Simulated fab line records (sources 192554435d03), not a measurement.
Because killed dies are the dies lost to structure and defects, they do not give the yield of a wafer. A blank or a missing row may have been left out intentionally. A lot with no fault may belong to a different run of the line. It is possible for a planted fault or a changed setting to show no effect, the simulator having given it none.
Which tool is to blame?    flow n5 finfet    10 lots, 30 wafers sampled, at 6 steps of a route of 1938

== WHAT THE GAUGES READ, wafer by wafer ==
N5_BEOL_M3_THK_MEAS_53: measures by xrf.
lot   measured      on             M3_THK (nm)
L195  day 10 18:17  film metro-01  41.8 40.1 40.1
L196  day 10 22:29  film metro-02  40.5 40.5 40.9
L199  day 11 11:01  film metro-02  41.1 42.4 45.0
L200  day 11 18:07  film metro-01  40.9 38.1 39.2
L206  day 11 23:49  film metro-01  38.0 41.0 39.9
L204  day 13 09:19  film metro-02  40.1 40.1 40.0
L205  day 13 12:10  film metro-01  41.1 41.5 41.3
L207  day 14 05:08  film metro-01  37.5 38.6 38.6
L193  day 14 06:38  film metro-01  40.2 40.2 39.6
L208  day 15 08:03  film metro-01  38.3 39.3 39.8

N5_BEOL_M3_RS_MEAS_58: measures by four-point-probe.
lot   measured      on             M3_RS (ohm/sq)
L195  day 10 18:33  film metro-02  0.64 0.67 0.67
L196  day 10 22:46  film metro-02  0.66 0.67 0.65
L199  day 11 11:16  film metro-02  0.65 0.63 0.57
L200  day 11 18:23  film metro-01  0.67 0.73 0.70
L206  day 12 00:04  film metro-02  0.74 0.66 0.69
L204  day 13 09:35  film metro-01  0.67 0.68 0.68
L205  day 13 12:29  film metro-01  0.66 0.65 0.66
L207  day 14 05:26  film metro-01  0.74 0.71 0.71
L193  day 14 07:00  film metro-01  0.69 0.69 0.70
L208  day 15 08:25  film metro-01  0.72 0.70 0.69

N5_BEOL_M4_THK_MEAS_01.
lot   measured      on             M4_ILD_THK (nm)
L195  day 10 18:41  film metro-01  76.9 77.2 79.0
L196  day 10 22:53  film metro-02  81.5 83.0 81.8
L199  day 11 11:24  film metro-02  78.7 79.7 79.3
L200  day 11 18:32  film metro-02  81.2 82.7 81.6
L206  day 12 00:12  film metro-01  79.1 79.3 80.6
L204  day 13 09:43  film metro-02  77.7 78.7 79.4
L205  day 13 12:37  film metro-01  79.1 79.3 78.9
L207  day 14 05:34  film metro-01  77.8 78.9 79.6
L193  day 14 07:08  film metro-02  78.5 78.1 79.3
L208  day 15 08:33  film metro-01  76.7 77.5 78.6

N5_BEOL_M4_RC_MEAS_101.
lot   measured      on         DIBL_N (mV/V)   DIBL_P (mV/V)   IOFF_N (nA/um)     IOFF_P (nA/um)  ION_N (uA/um)  ION_P (uA/um)  SS_N (mV/dec)   SS_P (mV/dec)   VT_N (mV)          VT_P (mV)
L195  day 12 05:06  prober-01  37.7 35.2 38.3  38.9 34.5 39.2  0.166 0.118 0.181  0.21 0.15 0.22  681 655 676    468 447 467    72.4 71.3 71.6  73.9 72.2 73.0  249.4 251.3 248.6  -251 -257 -251
L196  day 12 11:48  prober-02  36.0 35.0 35.2  37.5 35.7 36.4  0.157 0.144 0.153  0.21 0.18 0.19  672 667 678    459 452 462    71.7 71.4 70.7  73.4 73.0 74.2  250.7 251.3 250.9  -251 -252 -251
L199  day 13 01:10  prober-01  35.9 33.2 36.0  37.4 34.1 37.1  0.173 0.126 0.177  0.21 0.17 0.22  678 670 688    460 463 471    71.4 70.8 71.2  73.1 72.8 73.1  248.6 253.2 248.4  -249 -251 -249
L200  day 13 07:53  prober-01  32.6 34.1 34.0  33.0 34.6 34.4  0.126 0.147 0.142  0.17 0.19 0.19  665 671 668    462 461 451    70.7 71.9 71.4  72.7 73.3 73.1  251.9 247.8 248.8  -253 -251 -250
L206  day 13 08:01  prober-02  38.0 38.5 37.6  38.1 38.8 37.3  0.182 0.194 0.169  0.29 0.30 0.27  677 677 682    472 472 474    71.6 72.2 71.2  74.0 74.7 73.8  249.0 250.4 250.2  -244 -244 -244
L204  day 14 07:26  prober-02  38.0 36.2 36.5  38.0 36.0 35.8  0.180 0.142 0.143  0.24 0.20 0.20  680 664 667    466 459 463    71.8 71.0 71.7  73.8 73.3 73.8  249.6 249.0 253.3  -252 -252 -252
L205  day 14 10:12  prober-01  35.4 34.7 35.4  37.6 37.2 38.1  0.143 0.137 0.149  0.19 0.18 0.20  670 666 676    459 456 467    71.4 71.4 72.0  73.7 73.1 73.9  252.1 250.1 250.3  -254 -253 -251
L207  day 14 15:31  prober-01  36.7 37.5 36.4  36.2 37.5 36.1  0.164 0.180 0.156  0.24 0.26 0.23  680 683 680    473 476 472    72.1 72.1 72.2  73.5 74.1 73.3  250.9 251.2 250.9  -246 -246 -247
L193  day 15 11:17  prober-02  36.1 36.3 34.5  37.0 37.2 35.2  0.162 0.155 0.132  0.20 0.20 0.18  674 663 660    458 451 453    71.9 71.7 71.2  73.4 72.9 73.7  249.5 251.1 252.5  -251 -254 -254
L208  day 16 09:26  prober-01  34.5 36.4 35.0  35.1 37.7 35.5  0.136 0.172 0.146  0.18 0.22 0.19  669 680 671    456 468 467    70.9 71.4 71.5  73.0 73.1 72.6  251.0 246.8 249.7  -253 -251 -251

== WHAT TOOL EACH LOT RAN ON (gives the tool, then ch and the chambers of the sampled wafers, and finally the start) ==
lot   N5_BEOL_M3_ANNEAL_93          N5_BEOL_M4_ILD_DEP_00
L195  pvd sputter-01, day 10 16:46  pecvd-01 ch 0,1, day 10 18:37
L196  pvd sputter-03, day 10 21:15  pecvd-01 ch 1,2, day 10 22:49
L199  pvd sputter-02, day 11 08:23  pecvd-02 ch 0,1, day 11 11:20
L200  pvd sputter-02, day 11 16:58  pecvd-01 ch 0,2, day 11 18:26
L206  pvd sputter-01, day 11 22:31  pecvd-02 ch 0,1,2, day 12 00:08
L204  pvd sputter-03, day 13 08:07  pecvd-04 ch 0,1,2, day 13 09:39
L205  pvd sputter-03, day 13 11:01  pecvd-02 ch 0,1,2, day 13 12:32
L207  pvd sputter-02, day 14 03:59  pecvd-04 ch 1,2, day 14 05:30
L193  pvd sputter-03, day 14 05:29  pecvd-02 ch 0,2, day 14 07:04
L208  pvd sputter-01, day 15 06:55  pecvd-01 ch 0,1, day 15 08:29
- N5_BEOL_M3_ANNEAL_93: time 240 s.
- N5_BEOL_M4_ILD_DEP_00: deposits SiOC from DEMS/O2, target thk 79 nm, time 15.3 s.

== WHAT THE TOOLS THEMSELVES READ (means of the sampled wafers that have a number; where no wafer has one, the mark that the record gives instead) ==
N5_BEOL_M3_ANNEAL_93.
lot   tool            heater power w (W)  susceptor temp C (C)
L195  pvd sputter-01  898                 400.09
L196  pvd sputter-03  798                 399.90
L199  pvd sputter-02  847                 400.12
L200  pvd sputter-02  860                 399.82
L206  pvd sputter-01  834                 399.89
L204  pvd sputter-03  790                 400.19
L205  pvd sputter-03  839                 399.91
L207  pvd sputter-02  829                 399.92
L193  pvd sputter-03  740                 399.92
L208  pvd sputter-01  895                 399.87

N5_BEOL_M4_ILD_DEP_00.
lot   tool      heater power w (W)  showerhead plenum p Torr (Torr)  showerhead vpp V (V)  susceptor temp C (C)  throttle valve pct (%)
L195  pecvd-01  540                 5.691                            1371                  350.06                11.8
L196  pecvd-01  512                 5.685                            1326                  339.23                11.4
L199  pecvd-02  489                 5.674                            1391                  350.10                12.1
L200  pecvd-01  459                 5.678                            1367                  339.08                11.4
L206  pecvd-02  539                 5.681                            1369                  349.93                11.9
L204  pecvd-04  506                 5.687                            1358                  350.00                12.0
L205  pecvd-02  562                 5.687                            1379                  350.01                11.9
L207  pecvd-04  548                 5.690                            1342                  349.98                12.1
L193  pecvd-02  632                 5.681                            1344                  349.61                12.0
L208  pecvd-01  486                 5.696                            1359                  350.06                11.3

== THE ANSWER, worked out from the rows above alone ==
Rule: what is usual is taken from the lots themselves. Put in order of their means at a reading, lots are off if they are a third of the lots or fewer, leave a main group of 4 or more, and stand apart from it by a gap of 3 or more times the standard deviation of the main group's means; of several such gaps the widest counts. If all means in a main group match to the digits the tables above print for the reading, that group is not used. A lot without any number at a reading at which 4 lots or more have one is off too. Where the step has rows for the other lots, those lots are counted as sound. First the gauges in route order, then the tools' own readings, where a lot's mean is used as printed above. At the first step where some lot is off, the reading lying furthest off is the one used; lots without a number count as furthest.
Off: L196, L200, seen at N5_BEOL_M4_THK_MEAS_01 (M4_ILD_THK). Main group: mean 78.7 nm, sd 0.67.
If a tool, at a process step before that reading, ran all the lots that are off and no sound lot after the first of them, it fits. The gauges at N5_BEOL_M4_THK_MEAS_01 aren't tried: what is off there is off at N5_BEOL_M4_ILD_DEP_00 too, on other tools, and a gauge's error can't cause that. None of those tried fits.

== WHAT HAD BEEN PUT IN BY THE SIMULATOR ==
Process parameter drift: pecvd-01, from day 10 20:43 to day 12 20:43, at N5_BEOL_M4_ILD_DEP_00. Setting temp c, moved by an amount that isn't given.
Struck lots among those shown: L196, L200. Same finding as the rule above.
